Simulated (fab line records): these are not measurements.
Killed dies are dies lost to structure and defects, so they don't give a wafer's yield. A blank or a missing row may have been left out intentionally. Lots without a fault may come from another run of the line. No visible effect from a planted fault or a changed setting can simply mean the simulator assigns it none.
Matching of chambers + flow nand-harc + 4 sister chambers for NHARC_A_STAIRCASE_TRIM_235 on rie-diel-11
The step chemistry O2, time 211.2 s. 8 wafers are shown with their chamber, then 7 later ones without.

## WAFERS PAIRED WITH THEIR CHAMBERS
| wafer  | chamber | showerhead-plenum-p-Torr (Torr) | run-length-s (s) |
|--------|---------|---------------------------------|------------------|
| L611.1 | 2       | 3.28                            | 232.4            |
| L611.4 | 1       | 3.47                            | 231.5            |
| L615.3 | 1       | 3.47                            | 231.7            |
| L616.4 | 0       | 3.52                            | 232.9            |
| L616.5 | 0       | 3.52                            | 233.0            |
| L616.6 | 3       | 3.75                            | 232.3            |
| L617.1 | 2       | 3.27                            | 232.6            |
| L617.2 | 3       | 3.75                            | 231.9            |

## WAFERS MISSING THEIR CHAMBER
| wafer  | showerhead-plenum-p-Torr (Torr) | run-length-s (s) |
|--------|---------------------------------|------------------|
| L617.4 | 3.52                            | 233.2            |
| L618.3 | 3.27                            | 232.7            |
| L618.4 | 3.75                            | 231.9            |
| L618.5 | 3.27                            | 232.4            |
| L619.4 | 3.52                            | 233.6            |
| L619.5 | 3.27                            | 232.9            |
| L619.6 | 3.46                            | 231.6            |

## THE CHAMBER EACH PASSED THROUGH
| wafer  | from the rows above | in truth |
|--------|---------------------|----------|
| L617.4 | 0                   | 0        |
| L618.3 | 2                   | 2        |
| L618.4 | 3                   | 3        |
| L618.5 | 2                   | 2        |
| L619.4 | 0                   | 0        |
| L619.5 | 2                   | 2        |
| L619.6 | 1                   | 1        |
Correct placement for 7 of the 7. Number that these rows cannot place: 0. Number placed wrongly: 0.
How it was worked out, from the rows above alone: a wafer's distance from a chamber is the root of the sum, over the readings, of the square of ((its reading less the chamber's mean) divided by the reading's scatter). If the next closest chamber is less than 2 further off than the closest, the wafer can't be placed; otherwise it belongs to the closest. The mean given for a chamber averages the wafers shown for that chamber. The scatter: take each reading less its chamber's mean, square it, sum over the shown wafers, divide by the number of wafers less the number of chambers, and take the root.
